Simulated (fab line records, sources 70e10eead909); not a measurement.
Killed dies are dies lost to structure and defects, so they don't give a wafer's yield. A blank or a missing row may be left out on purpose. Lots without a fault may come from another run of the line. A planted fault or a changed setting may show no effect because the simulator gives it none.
Chamber matching | flow nand_harc | NHARC_P_BONDPAD_CMP_32 on cmp-04: 4 sister chambers
The step polishes SiCN, target thk 200 nm. 22 wafers are shown with their chamber, then 11 later ones without.

WAFERS WITH THEIR CHAMBER
wafer  | chamber | motor_current_A (A)
L074.1 | 3       | 13.2
L074.2 | 0       | 11.4
L074.4 | 2       | 13.6
L077.4 | 1       | 12.0
L077.5 | 0       | 12.7
L077.6 | 1       | 11.2
L078.2 | 2       | 14.1
L078.4 | 1       | 11.6
L078.6 | 0       | 12.0
L079.3 | 3       | 13.7
L079.4 | 2       | 14.9
L079.5 | 0       | 12.4
L082.1 | 3       | 13.3
L082.5 | 1       | 11.1
L082.6 | 0       | 12.5
L083.3 | 1       | 11.5
L083.4 | 0       | 13.1
L083.5 | 1       | 11.2
L086.2 | 3       | 13.2
L086.5 | 3       | 13.5
L086.6 | 2       | 13.9
L088.2 | 0       | 12.1

SIGNATURES (means of the wafers above)
reading         | chamber 0 | chamber 1 | chamber 2 | chamber 3 | scatter within a chamber
motor_current_A | 12.314    | 11.433    | 14.125    | 13.380    | 0.44
Rule: a wafer's distance from a chamber is the root of the sum, over the readings, of the square of ((its reading less the chamber's mean) divided by the reading's scatter). The wafer belongs to the nearest chamber; if the next one is less than 2 further off, it can't be placed. The scatter: the root of (the sum of the squares of (reading less its chamber's mean) over the shown wafers, divided by (wafers less chambers)).

WAFERS WITHOUT THEIR CHAMBER
wafer  | motor_current_A (A)
L088.4 | 14.2
L088.5 | 11.4
L093.3 | 14.8
L093.5 | 14.7
L093.6 | 13.9
L095.3 | 14.9
L095.4 | 11.1
L095.6 | 13.5
L096.3 | 11.9
L096.4 | 13.7
L096.5 | 13.5

WHICH CHAMBER EACH WENT THROUGH
wafer  | from the rows above     | in truth
L088.4 | can't be placed: 2 or 3 | 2
L088.5 | 1                       | 1
L093.3 | can't be placed: 2 or 3 | 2
L093.5 | can't be placed: 2 or 3 | 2
L093.6 | can't be placed: 2 or 3 | 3
L095.3 | can't be placed: 2 or 3 | 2
L095.4 | 1                       | 1
L095.6 | can't be placed: 3 or 2 | 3
L096.3 | can't be placed: 0 or 1 | 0
L096.4 | can't be placed: 3 or 2 | 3
L096.5 | can't be placed: 3 or 2 | 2
Placed correctly: 2 of 11. Can't be placed from these rows: 9 (the true chamber is among the candidates in 9). Placed wrongly: 0.
